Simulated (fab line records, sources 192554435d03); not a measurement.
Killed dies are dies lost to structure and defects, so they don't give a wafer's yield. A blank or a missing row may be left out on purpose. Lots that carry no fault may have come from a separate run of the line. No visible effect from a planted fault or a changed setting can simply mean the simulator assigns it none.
Which tool was responsible?	flow n5Finfet	9 lots with 25 wafers sampled at 5 steps, on a route of 1938 steps

## WHAT THE GAUGES SHOWED, per wafer
N5_HKMG_FIN_OVL_MEAS_13. Usual: for NWFM_OVL the level is 0.5 nm and the standard deviation is 0.72.
lot	measured	on	NWFM_OVL (nm)	flag
L428	day 5 04:20	overlay-02	0.7 0.9 1.4	
L430	day 5 16:35	overlay-01	0.1 0.2 1.2	
L431	day 5 21:57	overlay-02	1.2 0.4 0.6	
L432	day 6 02:04	overlay-02	-0.2 -0.7 -1.4	
L435	day 6 21:56	overlay-01	0.2 -0.3	
L436	day 7 02:02	overlay-02	0.7 0.1	
L440	day 8 02:33	overlay-01	0.7 0.8 0.1	
L442	day 8 12:58	overlay-01	-0.9 -0.3 -0.6	
L444	day 9 02:26	overlay-02	0.5 1.3 1.8	

N5_HKMG_FIN_INSPECT_14: inspects for defects (macro). Usual: rawDefectCount reads 2.1 (standard deviation 1.4).
lot	measured	on	rawDefectCount	flag
L428	day 5 04:22	defectInspect-01	4 3 2	
L430	day 5 16:37	defectInspect-01	3 3 2	
L431	day 5 21:59	defectInspect-01	6 2 1	
L432	day 6 02:06	defectInspect-02	4 0 1	
L435	day 6 21:58	defectInspect-02	0 0	
L436	day 7 02:03	defectInspect-01	3 3	
L440	day 8 02:34	defectInspect-02	2 1 2	
L442	day 8 12:59	defectInspect-02	1 2 2	
L444	day 9 02:27	defectInspect-01	4 0 3	

N5_BEOL_M4_RC_MEAS_101. Usual: DIBL_N 36.4 mV/V, standard deviation 1.5; DIBL_P 36.4 mV/V, standard deviation 1.6; IOFF_N 0.164 nA/um, standard deviation 0.025; IOFF_N_85C 3.2 nA/um, standard deviation 0.39; IOFF_N_LIN 0.075 nA/um, standard deviation 0.0096; IOFF_N_LONG 5.55e-05 nA/um, standard deviation 2.1e-06; IOFF_P 0.214 nA/um, standard deviation 0.028; IOFF_P_LIN 0.101 nA/um, standard deviation 0.011; IOFF_P_LONG 0.000104 nA/um, standard deviation 7.3e-06; ION_N 675 uA/um, standard deviation 9.9; ION_P 463 uA/um, standard deviation 6.5; SS_N 71.5 mV/dec, standard deviation 0.5; SS_P 73.3 mV/dec, standard deviation 0.56; VT_N 249.2 mV, standard deviation 2.7; VT_N_LONG 274.8 mV, standard deviation 2.2; VT_N_LVT 98.0 mV, standard deviation 2.9; VT_P -250.1 mV, standard deviation 2.8; VT_P_LONG -275.3 mV, standard deviation 2.8; VT_P_LVT -98.6 mV, standard deviation 2.2.
lot	measured	on	DIBL_N (mV/V)	DIBL_P (mV/V)	IOFF_N (nA/um)	IOFF_N_85C (nA/um)	IOFF_N_LIN (nA/um)	IOFF_N_LONG (nA/um)	IOFF_P (nA/um)	IOFF_P_LIN (nA/um)	IOFF_P_LONG (nA/um)	ION_N (uA/um)	ION_P (uA/um)	SS_N (mV/dec)	SS_P (mV/dec)	VT_N (mV)	VT_N_LONG (mV)	VT_N_LVT (mV)	VT_P (mV)	VT_P_LONG (mV)	VT_P_LVT (mV)	flag
L428	day 8 21:29	prober-01	35.8 35.2 34.1	35.7 34.7 34.3	0.163 0.154 0.136	3.2 3.0 2.8	0.076 0.072 0.065	5.47e-05 5.54e-05 5.5e-05	0.214 0.195 0.186	0.103 0.095 0.091	9.8e-05 9.5e-05 9.6e-05	678 676 664	462 460 460	70.9 71.1 70.7	73.4 73.3 72.3	250.3 250.3 253.4	275.9 275.1 275.7	100.4 102.1 102.3	-252.0 -250.5 -251.6	-276.5 -278.9 -278.5	-101.0 -101.7 -102.1	
L430	day 9 12:56	prober-01	37.0 37.1 35.8	38.9 39.1 37.2	0.179 0.171 0.159	3.4 3.3 3.1	0.082 0.078 0.073	5.75e-05 5.54e-05 5.74e-05	0.242 0.249 0.212	0.111 0.112 0.101	0.000104 0.000108 0.000104	677 676 677	462 464 466	72.6 72.4 71.5	72.9 73.9 73.1	247.9 250.5 251.4	272.6 276.8 271.7	95.7 97.0 97.5	-251.3 -248.7 -248.6	-270.9 -272.8 -273.8	-96.7 -97.6 -97.8	
L431	day 9 22:43	prober-01	38.0 39.0 38.1	38.1 39.0 37.9	0.188 0.219 0.191	3.6 4.1 3.7	0.087 0.098 0.090	5.74e-05 5.88e-05 5.71e-05	0.232 0.242 0.228	0.106 0.111 0.105	0.000101 0.000103 0.000102	679 694 688	458 469 466	71.8 72.1 71.2	73.6 73.2 74.3	246.1 242.9 244.9	272.2 272.1 272.6	95.0 91.7 93.6	-248.4 -249.2 -249.0	-276.7 -276.3 -275.6	-97.2 -96.3 -98.7	
L432	day 9 21:47	prober-01	35.3 35.9 35.8	38.5 37.9 37.8	0.069 0.158 0.153	1.6 3.1 3.0	0.032 0.072 0.069	3.4e-05 5.36e-05 5.43e-05	0.309 0.246 0.246	0.150 0.119 0.118	0.00014 0.000117 0.000116	617 671 669	477 469 462	71.6 71.8 71.8	73.5 74.0 73.8	273.1 251.9 252.0	294.5 274.6 278.6	125.1 102.9 103.5	-239.3 -246.6 -245.0	-263.8 -269.7 -271.9	-92.0 -97.6 -97.3	OFF
L435	day 10 18:42	prober-01	36.5 34.9	37.1 34.9	0.084 0.071	1.8 1.5	0.038 0.033	3.67e-05 3.67e-05	0.320 0.283	0.145 0.136	0.000141 0.000141	644 618	486 469	72.6 72.1	73.9 73.2	266.7 270.7	297.0 296.2	118.2 121.5	-240.4 -241.0	-265.2 -262.9	-90.4 -91.6	OFF
L436	day 11 01:30	prober-01	33.9 36.6	34.3 37.4	0.121 0.076	2.5 1.6	0.059 0.034	5.23e-05 3.44e-05	0.169 0.256	0.081 0.115	9.4e-05 0.00011	661 619	455 461	70.4 71.3	73.0 73.3	255.1 268.8	278.7 299.5	101.9 119.7	-252.1 -247.2	-278.6 -272.3	-102.3 -93.8	OFF
L440	day 12 05:47	prober-02	36.1 34.7 36.1	35.7 34.1 36.0	0.175 0.146 0.174	3.5 3.0 3.5	0.080 0.069 0.080	5.77e-05 5.68e-05 5.73e-05	0.209 0.191 0.210	0.096 0.092 0.096	9.9e-05 0.000103 9.7e-05	686 675 682	466 464 459	71.6 71.5 71.4	72.9 72.1 73.4	244.6 250.2 249.9	270.7 271.4 275.3	98.2 99.7 96.3	-251.3 -250.9 -251.5	-276.4 -273.8 -276.9	-99.8 -101.0 -100.5	
L442	day 12 12:46	prober-02	36.6 37.7 36.6	36.1 37.9 36.4	0.169 0.189 0.160	3.2 3.5 3.1	0.078 0.086 0.075	5.43e-05 5.53e-05 5.4e-05	0.222 0.250 0.222	0.103 0.113 0.102	0.000105 0.000108 0.000107	680 681 669	464 469 469	72.2 71.9 72.1	74.0 73.8 74.0	246.4 244.4 248.8	274.8 274.7 277.0	98.9 97.2 100.4	-247.6 -248.1 -249.1	-275.6 -272.2 -275.0	-98.6 -97.6 -99.5	
L444	day 13 00:23	prober-01	37.0 36.1 36.7	37.4 36.9 37.4	0.161 0.150 0.152	3.2 3.0 3.0	0.075 0.073 0.072	5.61e-05 5.69e-05 5.64e-05	0.218 0.207 0.208	0.100 0.095 0.096	0.000101 0.0001 0.000104	674 677 669	463 464 464	71.5 72.0 71.9	73.1 72.8 73.1	247.9 247.4 248.8	275.0 272.8 273.7	95.9 96.2 96.8	-252.6 -249.7 -250.3	-276.8 -276.0 -276.6	-96.5 -97.5 -97.2	

## WHAT TOOL EACH LOT RAN ON (gives the tool, then ch and the chambers of the sampled wafers, and finally the start)
lot	N5_HKMG_FIN_NWFM_ALD_20	N5_HKMG_FIN_ETCHBACK_68
L428	aldMetal-03 ch 1,2,3, day 5 06:27	rieMetal-01 ch 0,1, day 5 07:07
L430	aldMetal-04 ch 0,2,3, day 5 18:49	rieMetal-02 ch 0,1, day 5 19:29
L431	aldMetal-04 ch 1,2, day 5 23:58	rieMetal-02 ch 0,1, day 6 00:37
L432	aldMetal-04 ch 0,2, day 6 04:23	rieMetal-01 ch 0,1, day 6 05:02
L435	aldMetal-04 ch 1,2, day 7 00:00	rieMetal-01 ch 1, day 7 00:44
L436	aldMetal-04 ch 3, day 7 04:05	rieMetal-01 ch 1, day 7 04:49
L440	aldMetal-02 ch 0,2,3, day 8 04:35	rieMetal-02 ch 0,1, day 8 05:15
L442	aldMetal-02 ch 0,1,3, day 8 15:04	rieMetal-02 ch 0,1, day 8 15:44
L444	aldMetal-03 ch 1,2,3, day 9 04:53	rieMetal-03 ch 0,1, day 9 05:32
- N5_HKMG_FIN_NWFM_ALD_20: deposits TiAlC, target thk 2 nm, pulse time 3 s, purge time 2 s.
- N5_HKMG_FIN_ETCHBACK_68: etches the open film in Cl2/Ar, stops on HfO2, target depth 0.5 nm.

## WHAT THE TOOLS THEMSELVES READ (means of the sampled wafers that have a number; where no wafer has one, the mark that the record gives instead)
N5_HKMG_FIN_NWFM_ALD_20. Usual: heaterPowerW 496 W, standard deviation 51; precursorPulseHeightRel 1.000, standard deviation 0.018.
lot	tool	heaterPowerW (W)	precursorPulseHeightRel	flag
L428	aldMetal-03	459	1.006	
L430	aldMetal-04	508	0.998	
L431	aldMetal-04	521	0.989	
L432	aldMetal-04	487	1.010	
L435	aldMetal-04	500	0.993	
L436	aldMetal-04	533	1.004	
L440	aldMetal-02	509	0.997	
L442	aldMetal-02	486	1.023	
L444	aldMetal-03	460	1.002	

N5_HKMG_FIN_ETCHBACK_68. Usual: biasW is 60.00 W with standard deviation 0.2, drypumpMotorCurrentA is 6.1 A with standard deviation 0.5, heBacksideLeakSccm is 3.52 sccm with standard deviation 0.29, mfcArSccm is 60.00 sccm with standard deviation 0.17, oesProductAu is 0.78 a.u. with standard deviation 0.083, rfFwdPowerW is 596.6 W with standard deviation 2.2, and throttleValvePct is 20.85 % with standard deviation 0.23.
lot	tool	biasW (W)	drypumpMotorCurrentA (A)	heBacksideLeakSccm (sccm)	mfcArSccm (sccm)	oesProductAu (a.u.)	rfFwdPowerW (W)	throttleValvePct (%)	flag
L428	rieMetal-01	60.07	5.7	3.43	60.08	0.75	599.3	20.88	
L430	rieMetal-02	60.22	6.6	3.45	59.95	0.76	594.6	20.90	
L431	rieMetal-02	60.07	6.5	3.61	59.99	0.82	595.7	20.65	
L432	rieMetal-01	60.12	5.7	3.53	59.97	0.77	596.9	20.86	
L435	rieMetal-01	59.81	5.6	3.41	60.00	0.81	598.2	20.79	
L436	rieMetal-01	60.11	5.6	3.21	59.83	0.81	597.3	20.80	
L440	rieMetal-02	59.89	6.6	3.48	59.99	0.76	595.2	20.90	
L442	rieMetal-02	59.98	6.6	3.52	60.07	0.75	594.1	20.91	
L444	rieMetal-03	60.33	5.6	3.33	59.99	0.87	596.0	20.87	

## THE ANSWER, worked out from the rows above alone
Rule: lot off if the mean of its wafers having a number is beyond 3 standard deviations from the usual mean. A lot without any number at a reading at which 4 lots or more have one is off too. All remaining lots with rows at the step are treated as sound. After the gauges, taken in route order, come the tools' own readings; for these a lot's mean is taken, as printed above. The first step at which some lot is off is used, and at that step the reading that is off furthest; a lot without a number counts as furthest.
Off: L432, L435, L436, seen at N5_BEOL_M4_RC_MEAS_101 (VT_N_LONG).
If a tool, at a process step before that reading, ran all the lots that are off and no sound lot after the first of them, it fits. The gauges at N5_BEOL_M4_RC_MEAS_101 are tried like those tools. 2 tools fit, aldMetal-04 at N5_HKMG_FIN_NWFM_ALD_20 and rieMetal-01 at N5_HKMG_FIN_ETCHBACK_68, so this cannot tell which one it is.

## WHAT THE SIMULATOR HAD PUT IN
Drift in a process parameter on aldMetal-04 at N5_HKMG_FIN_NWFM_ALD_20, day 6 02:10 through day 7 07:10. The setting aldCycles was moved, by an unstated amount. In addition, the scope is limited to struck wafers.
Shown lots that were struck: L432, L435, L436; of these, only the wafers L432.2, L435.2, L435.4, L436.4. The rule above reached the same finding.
